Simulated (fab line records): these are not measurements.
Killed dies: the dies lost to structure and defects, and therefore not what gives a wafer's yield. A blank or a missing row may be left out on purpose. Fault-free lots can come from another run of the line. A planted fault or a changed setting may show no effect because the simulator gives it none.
One fault through the eyes of 3 desks    flow n5-finfet    each desk has only its own numbers; what lay behind them comes last

## THE DEFECT DESK
Per lot, the means of the sampled wafers with a number show what the inspections along the route counted. Marked OUT: a lot whose mean sits more than 4 standard deviations from the usual mean, which makes it out of limits; the brackets give that distance.
Columns: A = raw-defect-count at N5_BEOL_M5_INSPECT_13, usual 398
lot   first seen here  A
L309  day 7 23:46      409
L313  day 9 12:18      415
L314  day 9 12:58      296
L325  day 12 16:25     418
L332  day 14 01:14     482
Finding of this desk: none of the 5 lots has anything out of limits.

## TOOL OWNER'S DESK, euv-scanner-01
The tool's own readings at N5_BEOL_M5_EXPOSE_08 (exposes mask M5, target cd 28 nm): means of the sampled wafers that have a number, for each lot that ran on this tool. Marked OUT: a lot whose mean sits more than 4 standard deviations from the usual mean, which makes it out of limits; the brackets give that distance.
Columns: A = stage-msd-nm at N5_BEOL_M5_EXPOSE_08, usual 0.852 nm
lot   first seen here  A
L314  day 9 12:46      0.833
L325  day 12 16:11     0.826
Finding of this desk: none of the 2 lots has anything out of limits.

## AT THE METROLOGY DESK
What the gauges read for every lot (on any tool): the sampled wafers with a number, averaged. Marked OUT: a lot whose mean sits more than 4 standard deviations from the usual mean, which makes it out of limits; the brackets give that distance. Shown here are 7 of its 13 readings, the ones lying furthest out on some lot.
Columns: A = DIBL_N at N5_BEOL_M4_RC_MEAS_101, usual 36.3 mV/V; B = DIBL_P at N5_BEOL_M4_RC_MEAS_101, usual 36.2 mV/V; C = IOFF_N at N5_BEOL_M4_RC_MEAS_101, usual 0.160 nA/um; D = IOFF_P at N5_BEOL_M4_RC_MEAS_101, usual 0.21 nA/um; E = VT_N at N5_BEOL_M4_RC_MEAS_101, usual 250 mV; F = M5_ILD_THK at N5_BEOL_M5_THK_MEAS_01, usual 121.2 nm; G = cd-nm at N5_BEOL_M5_CD_MEAS_11, usual 27.85 nm
lot   first seen here  A     B     C      D     E    F      G
L309  day 7 21:11      37.1  36.2  0.165  0.22  248  120.1  28.00
L313  day 9 08:28      35.0  35.6  0.147  0.19  250  121.6  27.82
L314  day 9 10:53      40.0  39.2  0.198  0.27  246  121.1  27.46
L325  day 12 13:23     34.3  34.2  0.120  0.17  254  121.7  27.47
L332  day 13 21:38     35.6  35.4  0.143  0.18  250  119.1  27.92
Finding of this desk: none of the 5 lots has anything out of limits.

## TAKEN TOGETHER
Nothing the defect desk looked at was out of limits.
Nothing out of limits was seen by the tool owner's desk.
Nothing out of limits was seen by the metrology desk.

## WHAT THE SIMULATOR PUT IN
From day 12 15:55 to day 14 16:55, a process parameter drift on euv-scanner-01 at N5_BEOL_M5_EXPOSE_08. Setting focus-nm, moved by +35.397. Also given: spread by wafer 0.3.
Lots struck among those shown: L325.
